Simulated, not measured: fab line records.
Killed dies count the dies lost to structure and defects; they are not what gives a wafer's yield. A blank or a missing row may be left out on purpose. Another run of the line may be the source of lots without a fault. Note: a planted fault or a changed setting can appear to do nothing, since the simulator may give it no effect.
Problem report in the 8D (eight disciplines) form, filled by code + flow nand harc + the parts of the form that need people (team, actions taken, sign-off) are left out

1. WHAT IS WRONG
At NHARC_A_ONON_D2_THK_MEAS_05, thk nm averages 1037 nm over 4 wafers from 2 lots, while fault-free wafers read 1001 nm, standard deviation 6.4. Relative to the usual mean, that is a shift of +5.7 standard deviations.
The step: measures by ellipsometry.
First observed at day 16 13:06: wafer L900.4, on film metro-02. The record holds 38 wafers of 13 lots with a number at this step. By rule, "out" or "out of limits" means more than 4 standard deviations away from the usual mean. The rest of the wafers with a number are treated as sound.

2. WHAT IT IS; WHAT IT IS NOT
| question                    | is                             | is not                                                                                                   |
|-----------------------------|--------------------------------|----------------------------------------------------------------------------------------------------------|
| which readings at this step | thk nm                         | -                                                                                                        |
| which lots                  | L900, L901                     | L891, L893, L894, L895, L897, L906, L908, L909, L910, L911, L912                                         |
| which wafers of those lots  | L900.4, L900.6, L901.4, L901.6 | L901.3                                                                                                   |
| read on which gauges        | film metro-01, film metro-02   | -                                                                                                        |
| when                        | from day 16 13:06              | up to then (15 sound wafers); but 19 sound wafers of L901, L906, L908, L909, L910, L911, L912 came after |

3. WHAT RULES OUT EACH SUSPECT
Counting: if a tool at a process step up to the reading ran every lot that is out, it stays a suspect. Sound lots after the first of them don't rule it out here, since some wafers of a struck lot are sound.
- ruled out: the gauge at NHARC_A_ONON_D2_THK_MEAS_05. 2 gauges (film metro-01, film metro-02) read the wafers that are out.
- pecvd onon-04 at NHARC_A_ONON_D2_DEP_03 (target thk 1000 nm): kept. It ran every lot that is out, first L900 (day 16 12:46).
Left after counting: pecvd onon-04 at NHARC_A_ONON_D2_DEP_03.

4. THE CAUSE (what the simulator had put in)
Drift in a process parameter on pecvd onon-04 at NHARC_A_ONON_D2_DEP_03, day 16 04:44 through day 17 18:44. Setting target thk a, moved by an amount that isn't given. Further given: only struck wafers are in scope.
After counting, this tool was the only one left.

5. THE EFFECT CHAIN, in route order
Rows list readings where the struck wafers' mean (over those with a number) sits beyond 3 standard deviations from the usual. Readings are gone through only where the record gives a usual standard deviation; hours: the median, over the lots, of the time from a lot's start at the first step in this table giving one to that lot's start at this step; sigmas: the change measured in usual standard deviations.
| hours | step                        | reading         | usual   | on struck wafers | change | sigmas |
|-------|-----------------------------|-----------------|---------|------------------|--------|--------|
| 0     | NHARC_A_ONON_D2_THK_MEAS_05 | thk nm          | 1001 nm | 1037             | +36    | +5.7   |
| 287   | NHARC_END_SORT_01           | killed at array | 62      | 313              | +251   | +16    |
| 287   | NHARC_END_SORT_01           | killed dies     | 67      | 320              | +254   | +16    |
Later measuring or inspecting steps at which every struck wafer that the step has a row for has a number for every such reading, and none has moved that far: NHARC_A_ONON_D2_THK_MEAS_24.

6. WHAT WOULD HAVE CAUGHT IT SOONER
The first out-of-limits reading at a measuring or inspecting step in this record came at day 16 13:06, 8 hours after the fault's start at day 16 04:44.
L901, from the lots that are out (2), started NHARC_A_ONON_D2_DEP_03 on pecvd onon-04 later than day 16 13:06. Had the tool been put on hold then, it would have been spared.
